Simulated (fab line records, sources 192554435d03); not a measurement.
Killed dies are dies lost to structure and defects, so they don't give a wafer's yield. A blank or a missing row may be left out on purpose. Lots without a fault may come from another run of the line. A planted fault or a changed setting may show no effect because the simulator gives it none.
Split-lot experiment | flow n5_finfet | 7 lots, 39 wafers read, on a route of 1938 steps

THE SPLIT
At N5_SD_EPI_N_ETCH_45 (etches SiOCN in CH3F/O2, target depth 6 nm), the setting target_depth_a was moved away from the recipe's 60 angstrom on 9 of the 39 wafers read, by -57.4% to -29.5%. The other wafers ran this setting at the recipe's value.

The reading is taken at the split's own step.

THE READING
etch.depth_nm (the simulator's own value, which no gauge read), in nm, at N5_SD_EPI_N_ETCH_45 (etches SiOCN in CH3F/O2, target depth 6 nm). The file gives no usual value for it. The 30 wafers here that ran the recipe average 6.022 nm, standard deviation 0.093 nm.

wafer  | tool, chamber at the split | target_depth_a as run, angstrom | against the recipe | etch.depth_nm, nm | against lot-mates on the recipe
L075.1 | rie_diel-04, 3             | 60                              | recipe             | 5.926             | -
L075.2 | rie_diel-04, 1             | 42.29                           | -29.5%             | 4.257             | -1.704
L075.3 | rie_diel-04, 2             | 42.29                           | -29.5%             | 4.128             | -1.833
L075.4 | rie_diel-04, 1             | 60                              | recipe             | 6.029             | -
L075.5 | rie_diel-04, 2             | 42.29                           | -29.5%             | 4.102             | -1.859
L075.6 | rie_diel-04, 3             | 60                              | recipe             | 5.928             | -
L080.1 | rie_diel-02, 2             | 60                              | recipe             | 5.981             | -
L080.2 | rie_diel-02, 1             | 60                              | recipe             | 6.021             | -
L080.3 | rie_diel-02, 3             | 60                              | recipe             | 6.174             | -
L080.4 | rie_diel-02, 3             | 60                              | recipe             | 6.233             | -
L080.5 | rie_diel-02, 1             | 60                              | recipe             | 6.016             | -
L080.6 | rie_diel-02, 2             | 60                              | recipe             | 5.906             | -
L083.1 | rie_diel-03, 2             | 60                              | recipe             | 6.101             | -
L083.2 | rie_diel-03, 0             | 40.79                           | -32.0%             | 4.172             | -1.891
L083.3 | rie_diel-03, 3             | 40.79                           | -32.0%             | 4.015             | -2.048
L083.4 | rie_diel-03, 1             | 60                              | recipe             | 6.029             | -
L083.5 | rie_diel-03, 1             | 60                              | recipe             | 6.059             | -
L083.6 | rie_diel-03, 0             | 40.79                           | -32.0%             | 4.162             | -1.901
L084.3 | rie_diel-04, 2             | 60                              | recipe             | 5.926             | -
L084.5 | rie_diel-04, 1             | 60                              | recipe             | 6.1               | -
L084.6 | rie_diel-04, 0             | 60                              | recipe             | 6.057             | -
L093.1 | rie_diel-02, 1             | 60                              | recipe             | 6.078             | -
L093.2 | rie_diel-02, 0             | 25.56                           | -57.4%             | 2.547             | -3.506
L093.3 | rie_diel-02, 3             | 60                              | recipe             | 6.141             | -
L093.4 | rie_diel-02, 2             | 25.56                           | -57.4%             | 2.563             | -3.490
L093.5 | rie_diel-02, 3             | 25.56                           | -57.4%             | 2.62              | -3.433
L093.6 | rie_diel-02, 2             | 60                              | recipe             | 5.941             | -
L095.1 | rie_diel-04, 1             | 60                              | recipe             | 6.024             | -
L095.2 | rie_diel-04, 3             | 60                              | recipe             | 6.127             | -
L095.6 | rie_diel-04, 3             | 60                              | recipe             | 6.127             | -
L095.3 | rie_diel-04, 2             | 60                              | recipe             | 5.876             | -
L095.4 | rie_diel-04, 2             | 60                              | recipe             | 5.893             | -
L095.5 | rie_diel-04, 1             | 60                              | recipe             | 6.035             | -
L096.1 | rie_diel-04, 0             | 60                              | recipe             | 5.995             | -
L096.2 | rie_diel-04, 2             | 60                              | recipe             | 5.873             | -
L096.3 | rie_diel-04, 3             | 60                              | recipe             | 6.076             | -
L096.4 | rie_diel-04, 0             | 60                              | recipe             | 6.047             | -
L096.5 | rie_diel-04, 2             | 60                              | recipe             | 5.871             | -
L096.6 | rie_diel-04, 3             | 60                              | recipe             | 6.08              | -

THE FIT
A straight line over all 39 wafers: etch.depth_nm changes by +0.0604 nm for each +1% of target_depth_a; r = +1.00; the points scatter about the line by 0.092 nm.
The same after taking each lot's own level away (the mean of its wafers on the recipe; 39 wafers): +0.0607 nm for each +1%; r = +1.00; scatter 0.084 nm.
On that fit, the largest move of target_depth_a shifts the reading by 3.5 nm.
The lots' own levels span 5.9610 to 6.0630 nm, that is 1.1 times the standard deviation above.
So the lot-to-lot level changes the slope little: the two slopes agree.
Check: with one of the wafers moved furthest among these (-57.4%) left out of the fit, the line predicts -3.48 nm for it against its lot-mates. It came out at -3.51 nm against them.

OTHER SPLITS ON THESE WAFERS
These wafers also went through other splits before the reading. Each is held against what the fit with the lots' levels taken away leaves over:
other split on the same wafers          | wafers away from the commonest value | r with etch.depth_nm (lot level and that fit taken away)
N5_FIN_SAQP_SPACER2_ALD_28 target_thk_a | 18                                   | -0.17

THE FILE'S OWN FIT
etch.depth_nm changes by +0.0607 nm for each +1% of target_depth_a, r = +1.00.
